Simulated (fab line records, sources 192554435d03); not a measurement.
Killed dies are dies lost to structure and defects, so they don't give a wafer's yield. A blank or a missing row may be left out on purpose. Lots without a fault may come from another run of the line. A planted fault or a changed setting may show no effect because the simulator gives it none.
fab line records | flow n5_finfet | part 2 of 2: steps 8 to 8 of 8
record lots=12 wafers=36 last_day=17
route steps=1938 shown BEOL_M9@1421 BEOL_M15@1830
lots that met no fault: from a run of the same line without faults
start_h: hours from the record's first day to the start of the lot's first wafer shown | wait_h: hours since the lot's step before | " the same as in the row above | L1.1+2: a row that stands for several wafers | - no value, or no start given | * or withheld: withheld | < > ~ a bound
route shown NAME@n: a module of which the file shows steps, and the number in the route of the first | usual: mean/standard deviation of fault-free wafers | same: alike in all rows | chamber/n: place in a boat | sites: the reading at each site | _std_site: their standard deviation | _edge_site: outer sites' mean less inner sites' | radius_mm: how far each site lies from the wafer's centre | mask NAME#n: copy n | behind: the tool/chamber that last shaped the wafer | hold: why the lot was held/for how many hours/how that ended | device: the transistor (n, p or np) that didn't switch | end of line: the same wafers' tests at the end of the route | a step without rows: its recipe alone | killed: dies lost to structure and defects at the first sort, not the wafer's yield | map: a wafer's dies, x killed, . not, _ none there
set.NAME: the setting as run; set.NAME@STEP: as run at that earlier step | model.NAME: the simulator's own value behind a step, which no gauge read
steps of the route over a sample of lots; a table a step, a row a wafer
services: from which hour (start_h, from the record's first day; less than 0 if before it) a tool's chamber was out of use, for how many hours, and why
## steps
# step N5_BEOL_M15_RC_MEAS_101
# usual COMB_M10=1.5e-11/3.3e-12 COMB_M11=1.5e-11/3.1e-12 COMB_M12=6.3e-12/1.5e-12 COMB_M12_max_site=9.1e-12/2.6e-12 COMB_M13=4.6e-12/1.1e-12 COMB_M14=3.5e-12/1.1e-12 COMB_M15=2.4e-12/8.5e-13 COMB_M5=3.6e-11/6.3e-12 COMB_M6=2.5e-11/5.3e-12 COMB_M7=2.6e-11/4.8e-12 COMB_M8=2.5e-11/5.5e-12 SERP_M10=3.06/0.06 SERP_M11=3.06/0.072 SERP_M12=0.639/0.013 SERP_M13=0.310/0.0053 SERP_M14=0.1604/0.0028 SERP_M5=38.8/1.5 SERP_M6=13.6/0.43 SERP_M7=13.8/0.5 SERP_M8=14.0/0.42 SERP_M9=3.06/0.069 SERP_M9_max_site=3.15/0.073
# columns lot.wafer tool chamber start_h wait_h COMB_M10[S/m] COMB_M11[S/m] COMB_M12[S/m] COMB_M12_max_site[S/m] COMB_M13[S/m] COMB_M14[S/m] COMB_M15[S/m] COMB_M5[S/m] COMB_M6[S/m] COMB_M7[S/m] COMB_M8[S/m] SERP_M10[ohm/um] SERP_M11[ohm/um] SERP_M12[ohm/um] SERP_M13[ohm/um] SERP_M14[ohm/um] SERP_M5[ohm/um] SERP_M6[ohm/um] SERP_M7[ohm/um] SERP_M8[ohm/um] SERP_M9[ohm/um] SERP_M9_max_site[ohm/um]
L676.1 prober-01 0 277.92 0.0 1.2e-11 1.1e-11 6.1e-12 8.5e-12 6.2e-12 3.1e-12 2e-12 3e-11 1.8e-11 2.6e-11 2.4e-11 3.08 3.08 0.646 0.309 0.1618 39.2 13.2 13.3 13.7 3.08 3.18
L676.3 " 0 " " 1.3e-11 1.7e-11 5.8e-12 8.1e-12 5.3e-12 4.9e-12 2.1e-12 5.1e-11 2.7e-11 2.6e-11 2.8e-11 3.06 3.02 0.660 0.308 0.1669 36.8 13.6 14.2 14.0 3.05 3.15
L676.5 " 0 " " 1.5e-11 1.1e-11 5.3e-12 7.5e-12 5.5e-12 4e-12 2.5e-12 3.6e-11 2.9e-11 1.8e-11 2.9e-11 3.13 3.08 0.656 0.307 0.1671 39.9 13.6 13.9 13.5 3.03 3.35
L678.1 prober-02 0 287.27 0.0 1e-11 1.7e-11 4.6e-12 6.1e-12 3.4e-12 2.2e-12 1.9e-12 4.3e-11 3.7e-11 2.8e-11 3.9e-11 3.08 3.13 0.637 0.307 0.1567 37.8 13.3 14.1 13.3 3.06 3.14
L678.4 " 0 " " 1.1e-11 1.3e-11 4.8e-12 6.2e-12 5e-12 2.3e-12 1.8e-12 3.8e-11 3.3e-11 2.5e-11 3e-11 2.99 3.12 0.649 0.317 0.1571 37.6 13.7 14.1 14.1 3.05 3.13
L678.5 " 0 " " 1.3e-11 1.3e-11 4.9e-12 6.8e-12 3.8e-12 3.1e-12 1.7e-12 4.2e-11 2.7e-11 3e-11 2.5e-11 3.01 3.23 0.624 0.312 0.1615 36.7 13.6 14.8 13.5 3.02 3.06
L675.3 prober-02 0 293.53 0.3 1.7e-11 1e-11 4.6e-12 6.3e-12 3e-12 2.8e-12 2.2e-12 2.9e-11 2.5e-11 2.3e-11 2.6e-11 3.16 3.13 0.637 0.305 0.1631 38.5 14.0 13.8 14.2 3.01 3.14
L675.5 " 0 " " 1.4e-11 1.1e-11 6e-12 8.3e-12 3.6e-12 2.5e-12 1.5e-12 3.7e-11 3.4e-11 2.2e-11 2.6e-11 3.13 3.11 0.638 0.307 0.1573 39.7 13.8 14.3 14.1 3.00 3.16
L675.6 " 0 " " 1e-11 1.3e-11 6.2e-12 9.8e-12 2.5e-12 2.8e-12 2.1e-12 3.4e-11 3.2e-11 1.6e-11 2.2e-11 3.04 3.10 0.638 0.300 0.1623 38.0 13.9 13.7 14.1 3.10 3.17
L677.1 prober-01 0 297.73 0.0 1.5e-11 1.4e-11 6.4e-12 1.17e-11 4.9e-12 3.9e-12 2.7e-12 2.9e-11 2.6e-11 3.8e-11 1.9e-11 2.96 3.10 0.652 0.299 0.1629 44.9 13.4 14.2 14.4 3.07 3.13
L677.5 " 0 " " 1.6e-11 1.2e-11 7.7e-12 1.01e-11 5.4e-12 6.7e-12 3.6e-12 3.3e-11 1.6e-11 1.9e-11 2.4e-11 3.02 3.12 0.637 0.311 0.1594 40.3 13.6 14.0 13.6 3.07 3.13
L677.6 " 0 " " 1.6e-11 1.6e-11 5.2e-12 6.6e-12 4e-12 5.6e-12 3.6e-12 3.5e-11 3.4e-11 2.9e-11 2.1e-11 2.92 3.08 0.627 0.308 0.1559 41.6 13.7 14.4 14.4 2.93 3.13
L679.2 prober-01 0 327.06 0.2 1.4e-11 1.6e-11 5.9e-12 8.9e-12 4.5e-12 4.5e-12 3.8e-12 3.7e-11 2.1e-11 2.8e-11 2.6e-11 3.10 3.12 0.640 0.306 0.1625 38.0 13.7 14.4 12.8 2.95 3.11
L679.4 " 0 " " 1.3e-11 1.5e-11 5.8e-12 8.9e-12 6.6e-12 3.8e-12 3.2e-12 3.5e-11 1.8e-11 2.3e-11 2.4e-11 3.04 2.96 0.646 0.304 0.1580 38.4 13.4 13.2 13.3 3.14 3.18
L679.6 " 0 " " 1.4e-11 1.6e-11 7.6e-12 1.64e-11 4.7e-12 5e-12 2.7e-12 3e-11 2.5e-11 2.1e-11 2.8e-11 3.09 3.06 0.663 0.314 0.1639 37.9 14.2 13.3 13.6 2.99 3.04
L680.1 prober-01 0 329.94 0.0 1.4e-11 1.8e-11 6.7e-12 1.31e-11 5.3e-12 2.9e-12 2.7e-12 3.6e-11 2.6e-11 2.9e-11 2.5e-11 3.11 3.08 0.624 0.309 0.1542 42.2 13.7 14.8 14.9 3.23 3.26
L680.2 " 0 " " 2.2e-11 1.4e-11 8.2e-12 1.12e-11 3.9e-12 4.5e-12 2.9e-12 3.8e-11 2.2e-11 2.8e-11 3e-11 3.07 2.95 0.624 0.317 0.1615 39.0 13.9 13.6 13.8 3.13 3.25
L680.5 " 0 " " 1.6e-11 1.6e-11 6.5e-12 9.3e-12 4.6e-12 3e-12 2.8e-12 4.1e-11 2.3e-11 3.4e-11 1.7e-11 3.06 2.93 0.638 0.305 0.1582 38.6 14.1 13.5 14.5 3.03 3.18
L681.1 prober-02 0 332.59 0.5 1.2e-11 1.8e-11 4.5e-12 6.9e-12 3.8e-12 2.4e-12 1.6e-12 2.8e-11 2.2e-11 2.1e-11 2.9e-11 3.04 3.07 0.625 0.305 0.1572 37.7 13.8 13.8 14.5 3.08 3.12
L681.2 " 0 " " 1.2e-11 1.5e-11 4.7e-12 7.1e-12 3.4e-12 2.9e-12 2.2e-12 3.7e-11 2.4e-11 2.5e-11 3e-11 3.10 3.04 0.625 0.314 0.1579 36.7 15.0 14.2 13.6 2.94 3.16
L681.5 " 0 " " 1.3e-11 1.1e-11 4.3e-12 5.6e-12 3.4e-12 3.6e-12 2e-12 3.6e-11 2.4e-11 2.3e-11 3.5e-11 3.13 3.15 0.641 0.310 0.1606 39.5 14.6 14.0 13.9 2.98 3.04
L684.1 prober-02 0 340.34 0.0 1e-11 1.9e-11 5.6e-12 1.06e-11 4.5e-12 2.4e-12 1.1e-12 3.2e-11 2.1e-11 3.1e-11 1.7e-11 3.04 3.08 0.655 0.320 0.1585 39.2 14.3 13.8 14.1 2.99 3.02
L684.4 " 0 " " 1.1e-11 1.8e-11 6e-12 7e-12 4.9e-12 3.1e-12 1.6e-12 5.1e-11 2.2e-11 2e-11 1.4e-11 2.99 3.09 0.654 0.320 0.1599 38.7 13.7 13.7 13.9 2.99 3.12
L684.5 " 0 " " 1.4e-11 2e-11 7.3e-12 1.21e-11 3.2e-12 2.6e-12 1.8e-12 3.1e-11 2.8e-11 2.1e-11 2.3e-11 2.96 2.99 0.649 0.310 0.1614 37.1 13.2 13.6 13.9 3.07 3.19
L682.2 prober-01 0 342.31 0.2 1.2e-11 1.4e-11 8.3e-12 1.09e-11 4.7e-12 5.2e-12 3.4e-12 3.3e-11 2.7e-11 2.3e-11 2.5e-11 3.00 2.96 0.623 0.305 0.1570 38.4 13.2 14.1 13.9 3.12 3.21
L682.4 " 0 " " 1.5e-11 1.6e-11 8.4e-12 1.1e-11 5.1e-12 5.1e-12 3.1e-12 3.3e-11 2.8e-11 2.6e-11 2.5e-11 3.09 3.14 0.638 0.307 0.1634 38.5 13.1 14.2 12.9 3.11 3.17
L682.5 " 0 " " 1.7e-11 1e-11 6.1e-12 1.05e-11 4.9e-12 5.5e-12 3.3e-12 2.9e-11 3e-11 3.2e-11 3e-11 3.01 3.13 0.646 0.305 0.1588 40.2 12.9 13.6 13.4 3.07 3.10
L690.1 prober-01 0 367.25 0.0 1.3e-11 1.3e-11 6.3e-12 7.9e-12 4.5e-12 3.6e-12 4.1e-12 3.6e-11 2.6e-11 2.6e-11 1.8e-11 3.10 2.98 0.634 0.299 0.1643 37.3 12.6 13.1 14.2 4.69 4.82
L690.4 " 0 " " 1.1e-11 1.5e-11 8.4e-12 1.24e-11 4.2e-12 3.4e-12 3.9e-12 4.5e-11 1.9e-11 2.5e-11 2.3e-11 3.08 3.20 0.645 0.310 0.1576 40.7 13.1 13.3 14.4 4.65 4.78
L690.5 " 0 " " 1.3e-11 1.4e-11 6.6e-12 1.45e-11 7.2e-12 3.6e-12 4e-12 3.8e-11 1.8e-11 3.1e-11 1.7e-11 3.13 3.02 0.649 0.314 0.1579 40.0 13.4 13.9 14.2 4.80 4.89
L689.1 prober-01 0 370.92 0.0 1.7e-11 1.4e-11 8.3e-12 9.8e-12 3.2e-12 3.2e-12 3.4e-12 4.2e-11 1.8e-11 2.9e-11 2.4e-11 3.03 2.87 0.647 0.314 0.1609 38.9 13.6 14.0 13.8 4.79 5.04
L689.4 " 0 " " 1.5e-11 1.7e-11 8.1e-12 9.7e-12 5.3e-12 3.7e-12 2.4e-12 4.1e-11 1.9e-11 2.6e-11 2.2e-11 3.10 3.03 0.658 0.313 0.1606 40.1 13.4 13.9 13.4 4.64 4.69
L689.6 " 0 " " 1.4e-11 1.4e-11 7.1e-12 1.2e-11 5.1e-12 2.9e-12 2.8e-12 5.1e-11 2.5e-11 2.1e-11 2e-11 3.12 2.99 0.639 0.315 0.1612 37.8 13.6 14.7 13.4 4.77 4.90
L691.1 prober-02 0 391.93 0.0 1.2e-11 1.1e-11 4.1e-12 7.1e-12 4.4e-12 2.9e-12 2.4e-12 3.1e-11 3e-11 2.3e-11 2.2e-11 3.13 3.05 0.634 0.310 0.1594 38.7 12.8 14.2 14.8 4.59 4.70
L691.4 " 0 " " 2e-11 1.8e-11 4.6e-12 5.3e-12 4.8e-12 2.5e-12 2.7e-12 2.6e-11 2.5e-11 2.2e-11 2.2e-11 3.17 3.07 0.654 0.303 0.1636 36.7 13.7 14.5 14.0 4.68 4.74
L691.5 " 0 " " 1.7e-11 2e-11 5e-12 7.5e-12 3.2e-12 2.1e-12 1.6e-12 3.4e-11 2.8e-11 1.7e-11 2.3e-11 3.02 3.04 0.622 0.306 0.1622 39.5 13.3 14.4 13.9 4.75 4.87
# sites SERP_M9 radius_mm=0,75,75,75,75,140,140,140,140
L676.1 3.13 3.08 3.11 3.12 3.18 3.04 3.00 3.00 3.02
L678.1 2.92 2.98 2.98 3.07 2.99 3.11 3.11 3.14 3.06
L675.3 2.91 3.01 2.96 3.01 2.98 3.14 3.12 3.10 3.11
L677.1 3.13 3.07 3.09 3.10 3.08 2.91 2.90 2.92 2.93
L679.2 2.83 2.92 2.92 2.93 2.95 3.06 3.11 3.04 3.08
L680.1 3.25 3.25 3.23 3.25 3.26 3.15 3.08 3.13 3.07
L681.1 3.07 3.12 3.05 3.08 3.04 3.08 3.08 3.04 3.09
L684.1 2.95 3.02 3.00 2.93 2.99 3.01 3.01 2.96 2.98
L682.2 3.01 3.04 3.05 3.01 3.12 3.14 3.13 3.13 3.21
L690.1 4.53 4.69 4.60 4.64 4.62 4.76 4.76 4.82 4.73
L689.1 5.04 4.90 4.79 4.89 4.95 4.72 4.65 4.50 4.79
L691.1 4.52 4.52 4.55 4.53 4.63 4.64 4.63 4.59 4.70
## services
# columns tool chamber start_h hours kind
rie_diel-02 2 206.69 6.6 repair
rie_diel-05 2 209.91 - clean
rie_diel-05 2 209.91 - consumable_replace:focus_ring
rie_diel-04 3 210.24 - clean
rie_diel-04 3 210.24 - consumable_replace:focus_ring
rie_diel-04 3 210.24 - consumable_replace:showerhead
rie_diel-04 3 210.24 16.8 scheduled_down
rie_diel-04 3 210.24 16.8 vent_cycle
rie_diel-02 3 267.45 4.0 repair
rie_diel-02 - 275.75 2.8 pm
rie_diel-02 0 303.00 - clean
rie_diel-02 0 303.00 - consumable_replace:focus_ring
rie_diel-02 0 303.00 19.1 scheduled_down
rie_diel-02 0 303.00 19.1 vent_cycle
rie_diel-05 0 325.56 - clean
rie_diel-05 0 325.56 - consumable_replace:focus_ring
rie_diel-05 0 325.56 16.5 scheduled_down
rie_diel-05 0 325.56 16.5 vent_cycle
## key
first_sign step=N5_BEOL_M9_TRENCH_ETCH_37 reading=time_s direction=down sigmas=99+ usual=* struck=*
effect step=N5_BEOL_M9_TRENCH_ETCH_37 reading=run_length_s direction=down sigmas=24 usual=* struck=*
effect step=N5_BEOL_M9_OCD_MEAS_38 reading=trench_depth_nm direction=down sigmas=22 usual=151.3 struck=106.6
effect step=N5_BEOL_M9_THK_MEAS_53 reading=M9_THK direction=down sigmas=19 usual=142.1 struck=96.4
effect step=N5_BEOL_M9_RS_MEAS_57 reading=M9_RS direction=up sigmas=31 usual=0.1503 struck=0.2310
effect step=N5_BEOL_M15_RC_MEAS_101 reading=SERP_M9 direction=up sigmas=24 usual=3.06 struck=4.71
met_at N5_BEOL_M9_TRENCH_ETCH_37
struck_lots L689,L690,L691
sort_left_out L689.1,L689.4,L689.6,L690.1,L690.4,L690.5,L691.1,L691.4,L691.5
not_acting_at N5_BEOL_M9_STRIP_67,N5_BEOL_M9_VIA_ETCH_34,N5_BEOL_M9_PRE_CLEAN_45
onset_between 284.31 319.73
fault kind=recipe_version_skew tool=rie_diel-02,rie_diel-04,rie_diel-05 chamber=- onset_h=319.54 steps=N5_BEOL_M9_TRENCH_ETCH_37 wrong_recipe.time_s=*
# sort_left_out: the simulated sort isn't trusted on such a fault, so these wafers' sort isn't shown, and their yield isn't known
